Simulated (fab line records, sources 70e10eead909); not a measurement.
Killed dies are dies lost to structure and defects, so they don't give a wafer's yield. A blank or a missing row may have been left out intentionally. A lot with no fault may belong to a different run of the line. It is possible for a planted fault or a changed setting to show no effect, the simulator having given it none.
fab line records	flow nandHarc	part 1 of 2: steps 1 to 24 of 35
record lots=5	wafers=15	lastDay=31
route steps=1302 shown A_SLIT@941 A_SIN_REMOVE@947 A_WL_FILL@952
lots that met no fault: taken from a fault-free run of the same line
startH: hours from the record's opening day to when the first of the lot's shown wafers began	waitH: hours elapsed since this lot's preceding step	" the same as in the row above	L1.1+2: one row covering several wafers at once	- either no value or no given start	* or withheld: withheld	< > ~ a bound
route shown NAME@n: NAME is a module with steps in the file, n the number in the route of the first one	usual: the fault-free wafers' mean and standard deviation	same: alike in all rows	chamber/n: place in a boat	sites: each site's reading	_std_site: their standard deviation	_edge_site: the outer-site mean with the inner-site mean subtracted	radiusMm: for every site, how far away it sits from the centre of the wafer	mask NAME#n: copy n	behind: the tool/chamber that last shaped the wafer	hold: why the lot went on hold/how many hours it stayed there/how the hold came to an end	device: whichever transistor did not switch (one of n, p or np)	end of line: the tests these same wafers got at the end of their route	for a step that has no rows: nothing shown but its recipe	killed: not the wafer's yield, but the dies lost to structure and defects at the first sort	map: the dies of a wafer, with x for killed, . for not killed, _ for no die there
set.NAME: the setting the step ran with; set.NAME@STEP: the setting that earlier step ran with	model.NAME: the simulator's own value behind a step, which no gauge read
certain route steps with their lots: each step a table, each wafer a row
services: the hour from which a tool's chamber was out of use, counted from the record's first day as startH (under 0 if before that day), plus the number of hours and why
## steps
# step NHARC_A_SLIT_STRIP_28
# recipe o2FlowSccm=400	cosFlowSccm=20	arFlowSccm=0	biasW=0	chemistry=O2/COS
lot.wafer	tool	chamber	startH	waitH
L076.2+1+4	rieDiel-08	0,2,3	479.46	0.8
L079.3+5+6	rieDiel-05	2,0,1	521.11	0.7
L082.4+2+6	rieDiel-01	2,3,0	546.21	0.7
L083.3+4+1	rieDiel-08	3,0,1	561.35	0.7
L093.3+4+6	rieDiel-08	3,1,0	641.97	0.7
# step NHARC_A_SLIT_ETCH_29
# recipe targetDepthA=1000	overetchA=100	timeS=55	ionEnergyEv=100	cf4FlowSccm=80	o2FlowSccm=20	arFlowSccm=0	rfW=300	biasW=100	chemistry=CF4/O2
# usual drypumpMotorCurrentA=5.65/0.29	oes_f_703_au=1.000/0.0051	oesProductAu=1.000/0.014	rfVppV=197.4/1.2	showerheadPlenumPTorr=1.32/0.049	throttleValvePct=13.397/0.0094
lot.wafer	tool	chamber	startH	waitH	drypumpMotorCurrentA	oes_f_703_au	oesProductAu	rfHoursCounterH	rfVppV	showerheadPlenumPTorr	throttleValvePct
L076.2	rieDiel-08	3	479.56	0.1	5.24	1.008	1.006	5	194.9	1.25	13.401
L076.1	"	0	"	"	5.47	1.000	1.026	4	196.3	1.31	13.398
L076.4	"	2	"	"	6.00	1.002	1.025	5	196.8	1.27	13.385
L079.3	rieDiel-05	0	521.19	0.1	5.90	0.999	1.018	8	198.1	1.35	13.405
L079.5	"	3	"	"	5.63	1.010	0.999	-	197.8	1.34	13.404
L079.6	"	0	"	"	5.92	1.004	1.010	-	198.1	1.35	13.395
L082.2	rieDiel-01	2	546.29	0.1	5.44	1.000	0.987	8	198.1	1.39	13.382
L082.4	"	3	"	"	6.21	1.000	1.014	9	197.0	1.26	13.385
L082.6	"	2	"	"	5.45	1.018	0.981	-	197.5	1.39	13.409
L083.1	rieDiel-08	3	561.44	0.1	5.26	0.998	0.990	1	194.9	1.25	13.390
L083.4	"	1	"	"	5.90	1.002	0.999	1	198.9	1.38	13.406
L083.3	"	2	"	"	6.00	0.995	1.015	1	196.7	1.27	13.392
L093.4	rieDiel-08	0	642.07	0.1	5.47	0.996	0.997	6	196.0	1.31	13.404
L093.3	"	1	"	"	5.88	0.993	0.991	6	198.6	1.38	13.407
L093.6	"	0	"	"	5.47	1.000	1.000	-	197.6	1.31	13.384
# step NHARC_A_SLIT_STRIP_18
# recipe o2FlowSccm=500	arFlowSccm=0	biasW=0	chemistry=O2
# usual drypumpMotorCurrentA=5.69/0.3	oesProductAu=1.000/0.013	rfVppV=57.7/0.95	showerheadPlenumPTorr=3.48/0.13	throttleValvePct=17.036/0.009
lot.wafer	tool	chamber	startH	waitH	drypumpMotorCurrentA	oesProductAu	rfHoursCounterH	rfVppV	showerheadPlenumPTorr	throttleValvePct
L076.4	rieDiel-08	0	-	-	5.50	1.026	4	58.0	3.47	17.039
L076.2	"	1	"	"	5.91	0.985	4	59.5	3.64	17.030
L076.1	"	2	"	"	6.02	1.024	5	59.6	3.35	17.041
L079.3	rieDiel-05	2	-	-	5.75	1.011	8	57.2	3.53	17.032
L079.5	"	2	"	"	5.74	1.007	-	56.2	3.53	17.023
L079.6	"	3	"	"	5.64	1.001	-	58.2	3.55	17.029
L082.4	rieDiel-01	0	-	-	5.70	1.011	9	57.8	3.42	17.045
L082.2	"	2	"	"	5.45	0.980	8	58.8	3.67	17.029
L082.6	"	3	"	"	6.17	1.010	-	56.9	3.34	17.029
L083.3	rieDiel-08	3	-	-	5.28	0.985	1	57.6	3.31	17.034
L083.4	"	0	"	"	5.49	1.007	1	57.9	3.47	17.043
L083.1	"	1	"	"	5.94	1.003	1	57.6	3.64	17.056
L093.4	rieDiel-08	1	-	-	5.92	1.005	6	58.2	3.64	17.035
L093.3	"	2	"	"	6.01	1.007	6	57.4	3.35	17.053
L093.6	"	2	"	"	6.01	1.015	-	58.8	3.35	17.039
# step NHARC_A_SLIT_PRECLEAN_19
# recipe timeS=*	tempC=50	bathAgeMin=0	chemistry=SC1
lot.wafer	tool	chamber	startH	waitH
L076.1+4+2	wetBench-03	4,6,7	479.96	-
L079.5+3+6	wetBench-03	3,4,6	521.58	-
L082.4+6+2	wetBench-01	3,4,7	546.68	-
L083.4+1+3	wetBench-01	1,2,3	561.84	-
L093.3+4+6	wetBench-03	7,1,4	642.46	-
# step NHARC_A_SLIT_SRD_20
lot.wafer	tool	chamber	startH	waitH
L076.1+4+2	wetBench-03	4,6,7	-	-
L079.5+3+6	wetBench-03	3,4,6	-	-
L082.4+6+2	wetBench-01	3,4,7	-	-
L083.4+1+3	wetBench-01	1,2,3	-	-
L093.3+4+6	wetBench-03	7,1,4	-	-
# step NHARC_A_SLIT_CD_MEAS_21
# usual cdNm=289.4/1.1
lot.wafer	tool	chamber	startH	waitH	cdNm
L076.1	cdSem-03	-	480.09	-	289.6
L076.2	"	-	"	"	288.9
L076.4	"	-	"	"	290.3
L079.3	cdSem-02	-	521.72	-	287.9
L079.5	"	-	"	"	290.0
L079.6	"	-	"	"	288.6
L082.2	cdSem-01	-	546.82	-	289.7
L082.4	"	-	"	"	289.2
L082.6	"	-	"	"	290.2
L083.1	cdSem-01	-	561.97	-	287.6
L083.3	"	-	"	"	288.2
L083.4	"	-	"	"	288.3
L093.3	cdSem-02	-	642.60	-	290.3
L093.4	"	-	"	"	290.5
L093.6	"	-	"	"	290.8
# step NHARC_A_SIN_REMOVE_WET_00
# recipe tempC=160	timeS=15300	chemistry=H3PO4
lot.wafer	tool	chamber	startH	waitH
L076.1+2+4	wetH3po4-01	1	481.76	1.7
L079.3+5+6	wetH3po4-01	1	523.39	1.7
L082.2+4+6	wetH3po4-01	1	548.49	1.7
L083.1+3+4	wetH3po4-01	1	563.65	1.7
L093.3+4+6	wetH3po4-01	1	644.27	1.7
# step NHARC_A_SIN_REMOVE_PRECLEAN_01
# recipe timeS=*	tempC=50	bathAgeMin=0	chemistry=SC1
lot.wafer	tool	chamber	startH	waitH
L076.1+4+2	wetBench-09	0,1,4	486.61	0.0
L079.6+5+3	wetBench-04	7,1,3	528.21	0.0
L082.2+4+6	wetBench-09	7,0,2	553.26	0.0
L083.1+4+3	wetBench-02	5,6,7	568.41	0.0
L093.6+3+4	wetBench-09	3,4,7	649.15	0.0
# step NHARC_A_SIN_REMOVE_SRD_02
lot.wafer	tool	chamber	startH	waitH
L076.1+4+2	wetBench-09	0,1,4	-	-
L079.6+5+3	wetBench-04	7,1,3	-	-
L082.2+4+6	wetBench-09	7,0,2	-	-
L083.1+4+3	wetBench-02	5,6,7	-	-
L093.6+3+4	wetBench-09	3,4,7	-	-
# step NHARC_A_SIN_REMOVE_INSPECT_04
# usual rawDefectCount=402/92
lot.wafer	tool	chamber	startH	waitH	rawDefectCount
L076.1	defectInspect-01	-	486.80	0.1	354
L076.2	"	-	"	"	393
L076.4	"	-	"	"	352
L079.3	defectInspect-01	-	528.39	0.0	440
L079.5	"	-	"	"	366
L079.6	"	-	"	"	299
L082.2	defectInspect-01	-	553.43	0.0	304
L082.4	"	-	"	"	382
L082.6	"	-	"	"	277
L083.1	defectInspect-01	-	568.58	0.0	352
L083.3	"	-	"	"	410
L083.4	"	-	"	"	460
L093.3	defectInspect-02	-	649.33	0.0	441
L093.4	"	-	"	"	467
L093.6	"	-	"	"	504
# step NHARC_A_WL_FILL_ALD_00
# recipe targetThkA=30	pulseTimeS=3	aldCycles=30	tempC=300	material=Al2O3
# usual heaterPowerW=473/54	precursorPulseHeightRel=1.001/0.019
lot.wafer	tool	chamber	startH	waitH	heaterPowerW	precursorPulseHeightRel
L076.1	aldHk-02	3	486.87	0.1	520	0.999
L076.4	"	0	"	"	360	1.015
L076.2	"	1	"	"	555	1.010
L079.3	aldHk-03	3	528.51	0.1	387	1.008
L079.5	"	1	"	"	498	1.011
L079.6	"	2	"	"	464	1.014
L082.4	aldHk-04	0	553.53	0.1	451	0.979
L082.2	"	2	"	"	467	0.982
L082.6	"	0	"	"	469	0.986
L083.3	aldHk-04	0	568.65	0.1	465	1.020
L083.1	"	1	"	"	495	1.006
L083.4	"	2	"	"	472	1.011
L093.3	aldHk-02	3	649.95	0.6	502	0.990
L093.4	"	1	"	"	546	1.009
L093.6	"	2	"	"	462	1.013
# step NHARC_A_WL_FILL_RTA_01
# recipe tempC=1000	timeS=5
# usual lampPowerPct=30.44/0.057	lamp_zone_2_pct=30.44/0.052	wafer_temp_C_max=1005.3/1.8
lot.wafer	tool	chamber	startH	waitH	lampPowerPct	lamp_zone_2_pct	wafer_temp_C_max
L076.1	rtpAnneal-02	0	487.12	-	30.48	30.54	1005.2
L076.2	"	0	"	"	30.49	30.48	1004.7
L076.4	"	0	"	"	30.44	30.48	1007.0
L079.3	rtpAnneal-02	0	528.77	-	30.45	30.46	1005.6
L079.5	"	0	"	"	30.48	30.48	1006.2
L079.6	"	0	"	"	30.49	30.47	1006.9
L082.2	rtpAnneal-01	0	553.81	-	30.39	30.41	1003.9
L082.4	"	0	"	"	30.40	30.37	1004.0
L082.6	"	0	"	"	30.38	30.38	1003.4
L083.1	rtpAnneal-02	0	568.91	-	30.43	30.46	1006.5
L083.3	"	0	"	"	30.43	30.47	1005.6
L083.4	"	0	"	"	30.46	30.44	1007.2
L093.3	rtpAnneal-02	0	650.30	-	30.52	30.49	1005.4
L093.4	"	0	"	"	30.47	30.45	1007.8
L093.6	"	0	"	"	30.47	30.44	1006.7
# step NHARC_A_WL_FILL_ALD_02
# recipe targetThkA=20	pulseTimeS=3	aldCycles=100	tempC=450	material=TiN
# usual heaterPowerW=1089/110	precursorPulseHeightRel=0.998/0.02
lot.wafer	tool	chamber	startH	waitH	heaterPowerW	precursorPulseHeightRel
L076.2	aldMetal-03	2	487.34	0.2	1287	0.999
L076.4	"	0	"	"	1127	0.931
L076.1	"	1	"	"	1066	0.997
L079.3	aldMetal-04	3	528.93	0.1	1215	0.965
L079.6	"	3	"	"	1183	0.990
L079.5	"	0	"	"	1090	0.966
L082.4	aldMetal-01	3	554.00	0.1	1258	1.009
L082.2	"	2	"	"	1009	1.012
L082.6	"	3	"	"	1310	0.989
L083.1	aldMetal-04	1	569.13	0.2	1019	1.014
L083.3	"	2	"	"	941	1.024
L083.4	"	0	"	"	1091	1.015
L093.4	aldMetal-03	1	650.61	0.2	1103	0.990
L093.3	"	3	"	"	1066	0.987
L093.6	"	1	"	"	1093	1.013
# step NHARC_A_WL_FILL_CVD_03
# recipe targetThkA=400	tempC=300	pressureTorr=40	wf6FlowSccm=40	h2FlowSccm=1600	arFlowSccm=1560	timeS=279	material=W
# usual heaterPowerW=457/51	mfcWf6Sccm=39.98/0.12	throttleValvePct=7.93/0.29
lot.wafer	tool	chamber	startH	waitH	heaterPowerW	mfcWf6Sccm	throttleValvePct
L076.1	cvdW-01	1	487.78	0.1	496	39.89	7.70
L076.2	"	0	"	"	453	39.91	7.46
L076.4	"	1	"	"	503	39.85	7.80
L079.3	cvdW-02	0	529.52	0.2	385	39.88	8.31
L079.5	"	1	"	"	441	39.87	8.04
L079.6	"	0	"	"	391	40.06	8.29
L082.2	cvdW-02	1	554.44	0.1	440	40.11	8.10
L082.4	"	0	"	"	394	40.01	8.03
L082.6	"	0	"	"	387	39.80	8.28
L083.1	cvdW-02	1	569.57	0.1	440	39.89	8.13
L083.4	"	1	"	"	446	39.91	8.02
L083.3	"	0	"	"	393	40.04	8.22
L093.4	cvdW-02	1	651.12	0.2	419	40.08	7.96
L093.3	"	0	"	"	395	40.08	8.08
L093.6	"	1	"	"	414	40.15	7.65
# step NHARC_A_WL_FILL_ETCHBACK_04
# recipe targetDepthA=600	timeS=120	chemistry=NF3
# usual drypumpMotorCurrentA=5.9/0.41	oesProductAu=1.000/0.012
lot.wafer	tool	chamber	startH	waitH	drypumpMotorCurrentA	oesProductAu	rfHoursCounterH
L076.2	rieMetal-03	0	488.16	0.3	6.4	0.977	2.4
L076.1	"	1	"	"	5.9	1.015	1.9
L076.4	"	0	"	"	6.4	0.980	-
L079.3	rieMetal-03	1	529.84	0.3	5.9	0.996	-
L079.5	"	0	"	"	6.4	0.981	-
L079.6	"	1	"	"	6.0	1.005	-
L082.2	rieMetal-03	1	554.81	0.3	5.9	1.003	0.5
L082.4	"	1	"	"	5.9	0.993	-
L082.6	"	1	"	"	5.9	0.996	-
L083.1	rieMetal-02	1	569.94	0.3	5.6	0.988	1.8
L083.3	"	1	"	"	5.6	0.998	-
L083.4	"	0	"	"	6.3	0.989	-
L093.4	rieMetal-03	0	651.45	0.3	6.4	0.987	-
L093.3	"	1	"	"	5.9	1.007	-
L093.6	"	0	"	"	6.4	0.990	-
# step NHARC_A_WL_FILL_ETCHBACK_05
# recipe targetDepthA=220	timeS=60	tempC=40	chemistry=Cl2/BCl3
# usual drypumpMotorCurrentA=5.9/0.41	oesProductAu=1.002/0.012
lot.wafer	tool	chamber	startH	waitH	drypumpMotorCurrentA	oesProductAu	rfHoursCounterH
L076.2	rieMetal-03	1	488.40	0.2	6.0	1.028	2.1
L076.1	"	0	"	"	6.4	0.978	2.5
L076.4	"	0	"	"	6.4	0.983	-
L079.3	rieMetal-03	1	530.02	0.1	5.9	1.005	-
L079.5	"	0	"	"	6.4	0.996	-
L079.6	"	1	"	"	5.9	1.007	-
L082.2	rieMetal-03	0	555.06	0.2	6.4	0.988	0.6
L082.4	"	1	"	"	6.0	0.988	-
L082.6	"	0	"	"	6.4	0.993	-
L083.1	rieMetal-02	0	570.17	0.2	6.3	0.990	1.9
L083.3	"	0	"	"	6.3	0.979	-
L083.4	"	1	"	"	5.6	0.992	-
L093.3	rieMetal-03	1	651.65	0.1	5.9	1.007	-
L093.4	"	0	"	"	6.4	1.010	-
L093.6	"	0	"	"	6.4	1.001	-
# step NHARC_A_WL_FILL_STRIP_27
# recipe powerW=1500	tempC=250	timeS=20	chemistry=N2/H2
# usual drypumpMotorCurrentA=6.03/0.13	heaterPowerW=329/33
lot.wafer	tool	chamber	startH	waitH	drypumpMotorCurrentA	heaterPowerW	rfHoursCounterH
L076.2	plasmaAsher-01	0	488.54	0.1	6.06	331	27
L076.1	"	1	"	"	6.11	345	27
L076.4	"	0	"	"	6.08	341	-
L079.3	plasmaAsher-01	1	530.17	0.1	6.13	339	-
L079.5	"	1	"	"	6.11	340	-
L079.6	"	0	"	"	6.09	359	-
L082.2	plasmaAsher-02	1	555.19	0.1	6.16	358	21
L082.4	"	1	"	"	6.11	351	-
L082.6	"	0	"	"	5.82	274	-
L083.1	plasmaAsher-02	1	570.34	0.2	6.14	363	24
L083.3	"	0	"	"	5.78	262	-
L083.4	"	1	"	"	6.14	360	-
L093.3	plasmaAsher-01	0	651.81	0.1	6.07	346	-
L093.4	"	1	"	"	6.13	333	-
L093.6	"	1	"	"	6.12	342	-
# step NHARC_A_WL_FILL_STRIP_28
# recipe timeS=1200	tempC=72.5	chemistry=postEtchResidueRemover
lot.wafer	tool	chamber	startH	waitH
L076.4+1+2	wetBench-05	0,1,3	488.71	0.1
L079.5+3+6	wetBench-06	3,6,7	530.31	0.1
L082.6+2+4	wetBench-05	0,2,3	555.38	0.1
L083.4+3+1	wetBench-03	6,7,1	570.53	0.1
L093.4+3+6	wetBench-05	4,7,1	651.94	0.1
# step NHARC_A_WL_FILL_PRECLEAN_06
# recipe timeS=300	chemistry=DIW
lot.wafer	tool	chamber	startH	waitH
L076.4+1+2	wetBench-05	0,1,3	-	-
L079.5+3+6	wetBench-06	3,6,7	-	-
L082.6+2+4	wetBench-05	0,2,3	-	-
L083.4+3+1	wetBench-03	6,7,1	-	-
L093.4+3+6	wetBench-05	4,7,1	-	-
# step NHARC_A_WL_FILL_SRD_07
lot.wafer	tool	chamber	startH	waitH
L076.4+1+2	wetBench-05	0,1,3	-	-
L079.5+3+6	wetBench-06	3,6,7	-	-
L082.6+2+4	wetBench-05	0,2,3	-	-
L083.4+3+1	wetBench-03	6,7,1	-	-
L093.4+3+6	wetBench-05	4,7,1	-	-
# step NHARC_A_WL_FILL_ANNEAL_08
# recipe tempC=450	timeS=1800
# usual tubeCenterTempC=450/0.045	tube_center_temp_C_max=451.16/0.21
lot.wafer	tool	chamber	startH	waitH	tubeCenterTempC	tube_center_temp_C_max
L076.1	furnace-01	0	494.33	-	450	450.96
L076.2	"	0	"	"	449.99	451.00
L076.4	"	0	"	"	450.01	451.07
L079.3	furnace-03	0	531.17	-	450.03	451.09
L079.5	"	0	"	"	450.04	451.34
L079.6	"	0	"	"	449.98	451.17
L082.2	furnace-01	0	560.62	-	449.97	451.44
L082.4	"	0	"	"	449.99	451.26
L082.6	"	0	"	"	449.94	451.58
L083.1	furnace-03	0	574.35	-	450	450.92
L083.3	"	0	"	"	450.02	451.05
L083.4	"	0	"	"	450.07	450.89
L093.3	furnace-03	0	655.66	-	449.97	450.84
L093.4	"	0	"	"	449.99	450.99
L093.6	"	0	"	"	449.98	451.03
# step NHARC_A_WL_FILL_ALD_10
# recipe targetThkA=500	pulseTimeS=10	aldCycles=500	tempC=300	material=SiO2
# usual heaterPowerW=474/47	precursorPulseHeightRel=0.999/0.019
lot.wafer	tool	chamber	startH	waitH	heaterPowerW	precursorPulseHeightRel
L076.1	aldHk-03	2	496.33	0.6	475	1.008
L076.2	"	3	"	"	377	0.982
L076.4	"	0	"	"	523	1.027
L079.3	aldHk-04	2	534.20	1.6	483	1.007
L079.5	"	3	"	"	496	1.010
L079.6	"	0	"	"	466	1.014
L082.4	aldHk-02	3	562.11	0.0	523	0.995
L082.2	"	2	563.65	1.6	447	0.982
L082.6	"	3	"	"	517	0.986
L083.3	aldHk-02	1	575.90	0.1	546	0.970
L083.4	"	3	576.95	1.2	528	0.975
L083.1	"	0	"	"	396	0.989
L093.4	aldHk-02	3	657.15	0.0	530	1.020
L093.3	"	0	"	"	379	1.005
L093.6	"	0	659.77	2.7	389	0.964
# step NHARC_A_WL_FILL_ETCHBACK_16
# recipe targetDepthA=1200	timeS=24	c4f8FlowSccm=withheld	o2FlowSccm=8	arFlowSccm=withheld	rfW=600	biasW=800	chemistry=C4F8/O2/Ar
# usual oesProductAu=0.98/0.036	rfVppV=723/3.7
lot.wafer	tool	chamber	startH	waitH	oesProductAu	rfHoursCounterH	rfVppV
L076.4	rieDiel-06	0	-	-	1.01	0.4	725
L076.1	"	1	"	"	1.00	0.4	717
L076.2	"	2	"	"	0.98	0.4	718
L079.3	rieDiel-10	2	-	-	1.00	2.5	728
L079.5	"	1	"	"	0.99	-	722
L079.6	"	2	"	"	1.00	-	728
L082.4	rieDiel-09	0	-	-	0.99	3.0	719
L082.2	"	1	"	"	1.00	2.9	722
L082.6	"	0	"	"	0.99	-	722
L083.4	rieDiel-10	1	-	-	0.95	3.4	722
L083.3	"	3	"	"	0.95	3.5	725
L083.1	"	0	"	"	0.96	3.5	720
L093.3	rieDiel-10	3	-	-	0.93	1.7	726
L093.4	"	0	"	"	0.93	1.7	721
L093.6	"	2	"	"	0.91	-	729
# step NHARC_A_WL_FILL_STRIP_29
# recipe timeS=20	o2FlowSccm=500	arFlowSccm=0	biasW=0	chemistry=O2
# usual drypumpMotorCurrentA=5.5/0.5	oesProductAu=1.001/0.012	rfVppV=57.7/0.84	showerheadPlenumPTorr=3.51/0.11	throttleValvePct=17.036/0.011
lot.wafer	tool	chamber	startH	waitH	drypumpMotorCurrentA	oesProductAu	rfHoursCounterH	rfVppV	showerheadPlenumPTorr	throttleValvePct
L076.4	rieDiel-06	1	500.54	0.1	4.7	1.008	0.4	57.1	3.35	17.033
L076.2	"	3	"	"	6.1	1.008	0.5	57.6	3.54	17.039
L076.1	"	0	"	"	5.4	1.001	0.4	56.7	3.62	17.031
L079.3	rieDiel-10	1	537.41	0.1	5.7	0.996	2.6	56.4	3.48	17.024
L079.6	"	2	"	"	5.3	1.013	-	58.4	3.69	17.058
L079.5	"	3	"	"	4.8	0.980	-	58.7	3.61	17.033
L082.4	rieDiel-09	3	566.83	0.1	4.9	1.017	1.5	59.0	3.69	17.035
L082.2	"	0	"	"	5.4	0.994	3.0	59.2	3.43	17.027
L082.6	"	0	"	"	5.4	0.984	-	57.7	3.43	17.042
L083.3	rieDiel-10	3	580.69	0.1	4.9	0.989	3.5	57.3	3.61	17.027
L083.1	"	1	"	"	5.7	1.001	3.4	57.5	3.48	17.030
L083.4	"	2	"	"	5.2	1.024	3.4	58.4	3.69	17.034
L093.4	rieDiel-10	1	661.93	0.1	5.7	1.010	1.8	58.9	3.48	17.034
L093.3	"	3	"	"	4.9	1.005	1.8	57.9	3.61	17.026
L093.6	"	2	"	"	5.3	0.986	-	59.6	3.69	17.024
